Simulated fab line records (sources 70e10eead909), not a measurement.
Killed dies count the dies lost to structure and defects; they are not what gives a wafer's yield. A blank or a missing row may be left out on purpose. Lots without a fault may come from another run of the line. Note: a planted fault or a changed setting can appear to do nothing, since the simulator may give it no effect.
Which tool was responsible? + flow nand_harc + 24 lots, 72 wafers sampled, at 6 steps of a route of 1302

WHAT EACH GAUGE READ, for each wafer
The record lacks any reading of a measuring or inspecting step that a usual standard deviation could be used to judge.

WHAT TOOL EACH LOT RAN ON (gives the tool, then ch and the chambers of the sampled wafers, and finally the start)
| lot  | NHARC_A_BLC_CVD_24                       | NHARC_A_M0_ETCH_34                 | NHARC_A_M0_STRIP_18                | NHARC_A_M0_DEGAS_28          | NHARC_A_M0_ANNEAL_30             | NHARC_A_M1_ETCH_15               |
|------|------------------------------------------|------------------------------------|------------------------------------|------------------------------|----------------------------------|----------------------------------|
| L074 | cvd_w-01 ch 0,1, day 22 21:51 or earlier | rie_diel-10 ch 0,1,3, day 22 21:51 | rie_diel-09 ch 1,2,3, day 22 22:08 | pvd_sputter-02, day 22 22:41 | rtp_anneal-01 ch 0, day 22 23:34 | rie_diel-05 ch 0,1,2, no start   |
| L075 | cvd_w-02 ch 0,1, day 23 03:55 or earlier | rie_diel-09 ch 0,2, day 23 03:55   | rie_diel-10 ch 0,2,3, day 23 04:14 | pvd_sputter-02, day 23 04:47 | rtp_anneal-01 ch 0, day 23 05:31 | rie_diel-13 ch 0,1, no start     |
| L076 | cvd_w-01 ch 0,1, day 23 04:58 or earlier | rie_diel-09 ch 0,2,3, day 23 04:58 | rie_diel-09 ch 0,2,3, day 23 05:19 | pvd_sputter-01, day 23 05:52 | rtp_anneal-02 ch 0, day 23 06:36 | rie_diel-13 ch 0,1,2, no start   |
| L077 | cvd_w-02 ch 0,1, day 23 17:52 or earlier | rie_diel-09 ch 0,3, day 23 17:52   | rie_diel-09 ch 0,3, day 23 18:14   | pvd_sputter-01, day 23 18:56 | rtp_anneal-02 ch 0, day 23 19:40 | rie_diel-05 ch 0,2,3, no start   |
| L078 | cvd_w-02 ch 0,1, day 24 04:21 or earlier | rie_diel-09 ch 1,3, day 24 04:21   | rie_diel-09 ch 0,1,3, day 24 04:43 | pvd_sputter-02, day 24 05:15 | rtp_anneal-02 ch 0, day 24 06:02 | rie_diel-03 ch 1,3, no start     |
| L079 | cvd_w-01 ch 0,1, day 24 11:11 or earlier | rie_diel-08 ch 0,1,3, day 24 11:11 | rie_diel-10 ch 0,2,3, day 24 11:31 | pvd_sputter-02, day 24 12:01 | rtp_anneal-01 ch 0, day 24 12:46 | rie_diel-03 ch 1,2,3, no start   |
| L080 | cvd_w-01 ch 0, day 25 04:01 or earlier   | rie_diel-09 ch 1,2,3, day 25 04:01 | rie_diel-08 ch 0,2, day 25 04:18   | pvd_sputter-03, day 25 04:51 | rtp_anneal-01 ch 0, day 25 05:38 | rie_diel-03 ch 1,2,3, no start   |
| L081 | cvd_w-02 ch 0,1, day 25 21:22 or earlier | rie_diel-08 ch 0,1,2, day 25 21:22 | rie_diel-09 ch 1,2, day 25 21:41   | pvd_sputter-02, day 25 22:12 | rtp_anneal-02 ch 0, day 25 23:06 | rie_diel-05 ch 1,2,3, no start   |
| L083 | cvd_w-01 ch 0, day 26 09:59 or earlier   | rie_diel-09 ch 0,1,2, day 26 09:59 | rie_diel-09 ch 1,2,3, day 26 10:19 | pvd_sputter-02, day 26 10:49 | rtp_anneal-01 ch 0, day 26 11:36 | rie_diel-03 ch 1,2,3, no start   |
| L082 | cvd_w-02 ch 0,1, day 26 11:35 or earlier | rie_diel-09 ch 1,2, day 26 11:35   | rie_diel-09 ch 0,2,3, day 26 11:56 | pvd_sputter-01, day 26 12:26 | rtp_anneal-02 ch 0, day 26 13:18 | rie_diel-03 ch 1,2, no start     |
| L084 | cvd_w-01 ch 0,1, day 27 11:44 or earlier | rie_diel-10 ch 1,2, day 27 11:44   | rie_diel-08 ch 0,1,3, day 27 12:05 | pvd_sputter-01, day 27 12:35 | rtp_anneal-02 ch 0, day 27 13:19 | rie_diel-05 ch 1,3, no start     |
| L085 | cvd_w-01 ch 0,1, day 27 13:25 or earlier | rie_diel-10 ch 2,3, day 27 13:25   | rie_diel-10 ch 0,3, day 27 13:44   | pvd_sputter-01, day 27 14:22 | rtp_anneal-02 ch 0, day 27 15:22 | rie_diel-05 ch 0,1, no start     |
| L087 | cvd_w-01 ch 0,1, day 28 01:54 or earlier | rie_diel-09 ch 2,3, day 28 01:54   | rie_diel-08 ch 0,1,2, day 28 02:14 | pvd_sputter-02, day 28 02:46 | rtp_anneal-02 ch 0, day 28 03:38 | rie_diel-03 ch 0,1,2, no start   |
| L088 | cvd_w-01 ch 0,1, day 28 04:26 or earlier | rie_diel-08 ch 0,3, day 28 04:26   | rie_diel-10 ch 1,2, day 28 04:46   | pvd_sputter-03, day 28 05:17 | rtp_anneal-01 ch 0, day 28 06:04 | rie_diel-03 ch 0,1,2, no start   |
| L086 | cvd_w-02 ch 0,1, day 28 05:00 or earlier | rie_diel-08 ch 1,3, day 28 05:00   | rie_diel-10 ch 1,2,3, day 28 05:19 | pvd_sputter-02, day 28 05:52 | rtp_anneal-01 ch 0, day 28 06:38 | rie_diel-03 ch 1,2,3, no start   |
| L089 | cvd_w-01 ch 0,1, day 28 06:25 or earlier | rie_diel-08 ch 0,1, day 28 06:25   | rie_diel-10 ch 1,2,3, day 28 06:45 | pvd_sputter-02, day 28 07:17 | rtp_anneal-01 ch 0, day 28 08:02 | rie_diel-03 ch 0,2,3, no start   |
| L091 | cvd_w-01 ch 0,1, day 29 06:47 or earlier | rie_diel-08 ch 2,3, day 29 06:47   | rie_diel-10 ch 0,1,2, day 29 07:05 | pvd_sputter-03, day 29 07:38 | rtp_anneal-02 ch 0, day 29 08:25 | rie_diel-05 ch 1,2, no start     |
| L090 | cvd_w-02 ch 0,1, day 29 08:44 or earlier | rie_diel-10 ch 0,1,3, day 29 08:44 | rie_diel-08 ch 0,1,3, day 29 09:02 | pvd_sputter-02, day 29 09:35 | rtp_anneal-02 ch 0, day 29 10:19 | rie_diel-05 ch 1,2,3, no start   |
| L092 | cvd_w-01 ch 1, day 30 03:34 or earlier   | rie_diel-10 ch 0,2,3, day 30 03:34 | rie_diel-10 ch 0,1,3, day 30 03:51 | pvd_sputter-03, day 30 04:25 | rtp_anneal-01 ch 0, day 30 05:11 | rie_diel-03 ch 0,1,3, no start   |
| L093 | cvd_w-02 ch 0,1, day 30 08:15 or earlier | rie_diel-10 ch 1,2, day 30 08:15   | rie_diel-08 ch 0,1,3, day 30 08:32 | pvd_sputter-03, day 30 09:05 | rtp_anneal-01 ch 0, day 30 09:52 | rie_diel-03 ch 0,2, no start     |
| L094 | cvd_w-02 ch 0,1, day 30 12:38 or earlier | rie_diel-09 ch 0,2,3, day 30 12:38 | rie_diel-10 ch 0,1,2, day 30 12:55 | pvd_sputter-01, day 30 13:28 | rtp_anneal-02 ch 0, day 30 14:16 | rie_diel-13 ch 1,2,3, no start   |
| L095 | cvd_w-01 ch 1, day 31 06:27 or earlier   | rie_diel-10 ch 1,2,3, day 31 06:27 | rie_diel-09 ch 2,3, day 31 06:44   | pvd_sputter-01, day 31 07:17 | rtp_anneal-02 ch 0, day 31 08:04 | rie_diel-13 ch 0,1, day 31 10:41 |
| L096 | cvd_w-02 ch 0,1, day 31 07:01 or earlier | rie_diel-10 ch 1,2,3, day 31 07:01 | rie_diel-09 ch 0,1,2, day 31 07:21 | pvd_sputter-01, day 31 07:51 | rtp_anneal-02 ch 0, day 31 08:44 | rie_diel-05 ch 0,2,3, no start   |
| L097 | cvd_w-01 ch 0,1, day 33 01:01 or earlier | rie_diel-09 ch 1,2,3, day 33 01:01 | rie_diel-09 ch 2,3, day 33 01:18   | pvd_sputter-02, day 33 01:55 | rtp_anneal-01 ch 0, day 33 02:40 | rie_diel-13 ch 0,1,2, no start   |
- NHARC_A_BLC_CVD_24: deposits W, target thk 150 nm, time 434 s.
- NHARC_A_M0_ETCH_34: etches the open film in N2/H2, target depth 40 nm, overetch 12 nm, time 43.94 s.
- NHARC_A_M0_STRIP_18: strips in N2/H2.
- NHARC_A_M0_DEGAS_28: time 60 s.
- NHARC_A_M0_ANNEAL_30: time 90 s.
- NHARC_A_M1_ETCH_15: etches the open film in C4F8/Ar, target depth 182.5 nm, time 91.2 s.

WHAT THE TOOLS THEMSELVES READ (means of the sampled wafers that have a number; where no wafer has one, the mark that the record gives instead)
NHARC_A_BLC_CVD_24. Usual: heater_power_w 484 W, standard deviation 35; throttle_valve_pct 7.9 %, standard deviation 0.4.
| lot  | tool     | heater_power_w (W) | throttle_valve_pct (%) | flag |
|------|----------|--------------------|------------------------|------|
| L074 | cvd_w-01 | 487                | 7.9                    |      |
| L075 | cvd_w-02 | 471                | 7.9                    |      |
| L076 | cvd_w-01 | 510                | 8.1                    |      |
| L077 | cvd_w-02 | 498                | 7.7                    |      |
| L078 | cvd_w-02 | 506                | 7.8                    |      |
| L079 | cvd_w-01 | 486                | 8.1                    |      |
| L080 | cvd_w-01 | 477                | 7.5                    |      |
| L081 | cvd_w-02 | 493                | 7.9                    |      |
| L083 | cvd_w-01 | 478                | 7.5                    |      |
| L082 | cvd_w-02 | 502                | 7.8                    |      |
| L084 | cvd_w-01 | 486                | 8.0                    |      |
| L085 | cvd_w-01 | 481                | 7.8                    |      |
| L087 | cvd_w-01 | 487                | 8.1                    |      |
| L088 | cvd_w-01 | 480                | 8.1                    |      |
| L086 | cvd_w-02 | 493                | 7.4                    |      |
| L089 | cvd_w-01 | 493                | 8.1                    |      |
| L091 | cvd_w-01 | 486                | 7.8                    |      |
| L090 | cvd_w-02 | 490                | 7.7                    |      |
| L092 | cvd_w-01 | 504                | 8.6                    |      |
| L093 | cvd_w-02 | 450                | 7.5                    |      |
| L094 | cvd_w-02 | 456                | 7.6                    |      |
| L095 | cvd_w-01 | 497                | 8.7                    |      |
| L096 | cvd_w-02 | 447                | 7.8                    |      |
| L097 | cvd_w-01 | 483                | 7.8                    |      |

NHARC_A_M0_ETCH_34. Usual: drypump_motor_current_A 5.5 A, standard deviation 0.49; oes_product_au 1.003 a.u., standard deviation 0.0086; rf_vpp_V 430.9 V, standard deviation 2.7; showerhead_plenum_p_Torr 2.05 Torr, standard deviation 0.092; throttle_valve_pct 14.171 %, standard deviation 0.0093.
| lot  | tool        | drypump_motor_current_A (A) | oes_product_au (a.u.) | rf_vpp_V (V) | showerhead_plenum_p_Torr (Torr) | throttle_valve_pct (%) | flag |
|------|-------------|-----------------------------|-----------------------|--------------|---------------------------------|------------------------|------|
| L074 | rie_diel-10 | 5.8                         | 1.001                 | 430.8        | 2.04                            | 14.171                 |      |
| L075 | rie_diel-09 | 5.4                         | 1.006                 | 430.4        | 2.01                            | 14.171                 |      |
| L076 | rie_diel-09 | 5.2                         | 1.007                 | 432.1        | 2.07                            | 14.173                 |      |
| L077 | rie_diel-09 | 5.3                         | 1.000                 | 428.9        | 2.00                            | 14.175                 |      |
| L078 | rie_diel-09 | 5.2                         | 1.005                 | 431.7        | 2.08                            | 14.177                 |      |
| L079 | rie_diel-08 | 5.5                         | 0.995                 | 430.4        | 2.03                            | 14.173                 |      |
| L080 | rie_diel-09 | 5.3                         | 1.004                 | 431.6        | 2.09                            | 14.175                 |      |
| L081 | rie_diel-08 | 5.6                         | 0.999                 | 430.9        | 2.05                            | 14.172                 |      |
| L083 | rie_diel-09 | 5.5                         | 1.006                 | 430.6        | 2.03                            | 14.171                 |      |
| L082 | rie_diel-09 | 5.4                         | 1.010                 | 432.2        | 2.10                            | 14.172                 |      |
| L084 | rie_diel-10 | 5.3                         | 1.001                 | 429.7        | 2.00                            | 14.168                 |      |
| L085 | rie_diel-10 | 5.1                         | 1.008                 | 434.7        | 2.18                            | 14.170                 |      |
| L087 | rie_diel-09 | 5.0                         | 1.010                 | 432.9        | 2.13                            | 14.179                 |      |
| L088 | rie_diel-08 | 5.2                         | 1.001                 | 431.2        | 2.04                            | 14.167                 |      |
| L086 | rie_diel-08 | 5.6                         | 1.007                 | 431.9        | 2.07                            | 14.173                 |      |
| L089 | rie_diel-08 | 5.8                         | 0.988                 | 429.7        | 2.03                            | 14.168                 |      |
| L091 | rie_diel-08 | 5.4                         | 1.007                 | 432.1        | 2.09                            | 14.172                 |      |
| L090 | rie_diel-10 | 5.7                         | 1.006                 | 430.3        | 2.03                            | 14.159                 |      |
| L092 | rie_diel-10 | 5.6                         | 1.007                 | 433.5        | 2.12                            | 14.172                 |      |
| L093 | rie_diel-10 | 5.3                         | 0.995                 | 428.7        | 2.00                            | 14.188                 |      |
| L094 | rie_diel-09 | 5.2                         | 1.011                 | 431.1        | 2.07                            | 14.173                 |      |
| L095 | rie_diel-10 | 5.2                         | 1.001                 | 431.8        | 2.09                            | 14.173                 |      |
| L096 | rie_diel-10 | 5.3                         | 1.000                 | 432.1        | 2.09                            | 14.167                 |      |
| L097 | rie_diel-09 | 5.3                         | 1.004                 | 431.7        | 2.09                            | 14.150                 |      |

NHARC_A_M0_STRIP_18. Usual: drypump_motor_current_A 5.5 A, standard deviation 0.5; oes_product_au 1.003 a.u., standard deviation 0.01; rf_vpp_V 90.7 V, standard deviation 1; showerhead_plenum_p_Torr 2.06 Torr, standard deviation 0.094; throttle_valve_pct 14.172 %, standard deviation 0.0095.
| lot  | tool        | drypump_motor_current_A (A) | oes_product_au (a.u.) | rf_vpp_V (V) | showerhead_plenum_p_Torr (Torr) | throttle_valve_pct (%) | flag |
|------|-------------|-----------------------------|-----------------------|--------------|---------------------------------|------------------------|------|
| L074 | rie_diel-09 | 5.3                         | 1.007                 | 90.8         | 2.09                            | 14.178                 |      |
| L075 | rie_diel-10 | 5.6                         | 1.009                 | 90.9         | 2.13                            | 14.172                 |      |
| L076 | rie_diel-09 | 5.2                         | 1.007                 | 90.4         | 2.07                            | 14.174                 |      |
| L077 | rie_diel-09 | 5.1                         | 1.007                 | 91.0         | 2.06                            | 14.181                 |      |
| L078 | rie_diel-09 | 5.4                         | 1.001                 | 90.4         | 2.02                            | 14.184                 |      |
| L079 | rie_diel-10 | 5.6                         | 1.002                 | 91.1         | 2.13                            | 14.183                 |      |
| L080 | rie_diel-08 | 5.5                         | 0.996                 | 90.5         | 2.08                            | 14.169                 |      |
| L081 | rie_diel-09 | 5.4                         | 1.012                 | 90.1         | 2.10                            | 14.169                 |      |
| L083 | rie_diel-09 | 5.3                         | 1.011                 | 92.0         | 2.09                            | 14.165                 |      |
| L082 | rie_diel-09 | 5.3                         | 1.006                 | 91.5         | 2.07                            | 14.167                 |      |
| L084 | rie_diel-08 | 5.5                         | 0.991                 | 90.7         | 2.03                            | 14.170                 |      |
| L085 | rie_diel-10 | 5.7                         | 0.998                 | 91.9         | 2.12                            | 14.172                 |      |
| L087 | rie_diel-08 | 5.7                         | 0.997                 | 91.1         | 2.05                            | 14.172                 |      |
| L088 | rie_diel-10 | 5.3                         | 0.998                 | 89.7         | 2.00                            | 14.166                 |      |
| L086 | rie_diel-10 | 5.2                         | 1.006                 | 90.2         | 2.09                            | 14.186                 |      |
| L089 | rie_diel-10 | 5.2                         | 0.999                 | 90.9         | 2.09                            | 14.167                 |      |
| L091 | rie_diel-10 | 5.7                         | 1.004                 | 90.6         | 2.03                            | 14.170                 |      |
| L090 | rie_diel-08 | 5.5                         | 0.996                 | 90.1         | 2.03                            | 14.164                 |      |
| L092 | rie_diel-10 | 5.8                         | 1.001                 | 91.0         | 2.03                            | 14.165                 |      |
| L093 | rie_diel-08 | 5.5                         | 0.996                 | 90.7         | 2.03                            | 14.167                 |      |
| L094 | rie_diel-10 | 5.7                         | 1.009                 | 90.0         | 2.03                            | 14.171                 |      |
| L095 | rie_diel-09 | 5.2                         | 1.013                 | 91.7         | 2.14                            | 14.165                 |      |
| L096 | rie_diel-09 | 5.5                         | 1.014                 | 90.3         | 2.03                            | 14.171                 |      |
| L097 | rie_diel-09 | 5.1                         | 1.006                 | 90.8         | 2.13                            | 14.175                 |      |

NHARC_A_M0_DEGAS_28. Usual: 330 W for heater_power_w, sd 17.
| lot  | tool           | heater_power_w (W) | flag |
|------|----------------|--------------------|------|
| L074 | pvd_sputter-02 | 314                |      |
| L075 | pvd_sputter-02 | 321                |      |
| L076 | pvd_sputter-01 | 322                |      |
| L077 | pvd_sputter-01 | 334                |      |
| L078 | pvd_sputter-02 | 324                |      |
| L079 | pvd_sputter-02 | 321                |      |
| L080 | pvd_sputter-03 | 349                |      |
| L081 | pvd_sputter-02 | 325                |      |
| L083 | pvd_sputter-02 | 321                |      |
| L082 | pvd_sputter-01 | 339                |      |
| L084 | pvd_sputter-01 | 338                |      |
| L085 | pvd_sputter-01 | 323                |      |
| L087 | pvd_sputter-02 | 329                |      |
| L088 | pvd_sputter-03 | 348                |      |
| L086 | pvd_sputter-02 | 326                |      |
| L089 | pvd_sputter-02 | 320                |      |
| L091 | pvd_sputter-03 | 351                |      |
| L090 | pvd_sputter-02 | 314                |      |
| L092 | pvd_sputter-03 | 355                |      |
| L093 | pvd_sputter-03 | 345                |      |
| L094 | pvd_sputter-01 | 339                |      |
| L095 | pvd_sputter-01 | 335                |      |
| L096 | pvd_sputter-01 | 329                |      |
| L097 | pvd_sputter-02 | 320                |      |

NHARC_A_M0_ANNEAL_30. Usual: 226.1 for wafer_temp_C_max, sd 0.35.
| lot  | tool          | wafer_temp_C_max | flag |
|------|---------------|------------------|------|
| L074 | rtp_anneal-01 | 225.8            |      |
| L075 | rtp_anneal-01 | 225.9            |      |
| L076 | rtp_anneal-02 | 226.4            |      |
| L077 | rtp_anneal-02 | 226.4            |      |
| L078 | rtp_anneal-02 | 226.1            |      |
| L079 | rtp_anneal-01 | 225.7            |      |
| L080 | rtp_anneal-01 | 225.9            |      |
| L081 | rtp_anneal-02 | 226.3            |      |
| L083 | rtp_anneal-01 | 225.7            |      |
| L082 | rtp_anneal-02 | 226.5            |      |
| L084 | rtp_anneal-02 | 226.2            |      |
| L085 | rtp_anneal-02 | 226.2            |      |
| L087 | rtp_anneal-02 | 226.3            |      |
| L088 | rtp_anneal-01 | 225.6            |      |
| L086 | rtp_anneal-01 | 225.8            |      |
| L089 | rtp_anneal-01 | 225.9            |      |
| L091 | rtp_anneal-02 | 226.4            |      |
| L090 | rtp_anneal-02 | 226.2            |      |
| L092 | rtp_anneal-01 | 225.9            |      |
| L093 | rtp_anneal-01 | 225.5            |      |
| L094 | rtp_anneal-02 | 226.2            |      |
| L095 | rtp_anneal-02 | 226.5            |      |
| L096 | rtp_anneal-02 | 226.4            |      |
| L097 | rtp_anneal-01 | 225.9            |      |

NHARC_A_M1_ETCH_15. Usual: oes_product_au 0.953 a.u., standard deviation 0.024; rf_vpp_V 441.0 V, standard deviation 2.6.
| lot  | tool        | oes_product_au (a.u.) | rf_vpp_V (V) | flag |
|------|-------------|-----------------------|--------------|------|
| L074 | rie_diel-05 | 0.969                 | 443.1        |      |
| L075 | rie_diel-13 | 0.959                 | 441.7        |      |
| L076 | rie_diel-13 | 0.969                 | 440.2        |      |
| L077 | rie_diel-05 | 0.928                 | 443.7        |      |
| L078 | rie_diel-03 | 0.964                 | 439.0        |      |
| L079 | rie_diel-03 | 0.924                 | 439.3        |      |
| L080 | rie_diel-03 | 0.929                 | 439.2        |      |
| L081 | rie_diel-05 | 0.971                 | 444.8        |      |
| L083 | rie_diel-03 | 0.925                 | 440.4        |      |
| L082 | rie_diel-03 | 0.949                 | 438.5        |      |
| L084 | rie_diel-05 | 0.986                 | 445.3        |      |
| L085 | rie_diel-05 | 0.969                 | 442.1        |      |
| L087 | rie_diel-03 | 0.975                 | 438.6        |      |
| L088 | rie_diel-03 | 0.963                 | 439.3        |      |
| L086 | rie_diel-03 | 0.976                 | 439.4        |      |
| L089 | rie_diel-03 | 0.969                 | 439.7        |      |
| L091 | rie_diel-05 | 0.927                 | 443.8        |      |
| L090 | rie_diel-05 | 0.969                 | 444.4        |      |
| L092 | rie_diel-03 | 0.923                 | 439.5        |      |
| L093 | rie_diel-03 | 0.973                 | 438.6        |      |
| L094 | rie_diel-13 | 0.977                 | 439.1        |      |
| L095 | rie_diel-13 | 0.922                 | 442.0        |      |
| L096 | rie_diel-05 | 0.916                 | 444.4        |      |
| L097 | rie_diel-13 | 0.969                 | 440.1        |      |

THE ANSWER, worked out from the rows above alone
Rule: take the mean of a lot's wafers that have a number; if it is more than 3 standard deviations from the usual mean, the lot is off. A lot without any number at a reading at which 4 lots or more have one is off too. Any other lot the step has rows for is counted as sound. The gauges are gone through in route order, then the tools' own readings, and for those a lot's mean is taken as printed above. At the first step where some lot is off, the reading lying furthest off is the one used; lots without a number count as furthest.
No lot is off on any of the readings shown, so nothing can be concluded from this.

WHAT THE SIMULATOR PUT IN
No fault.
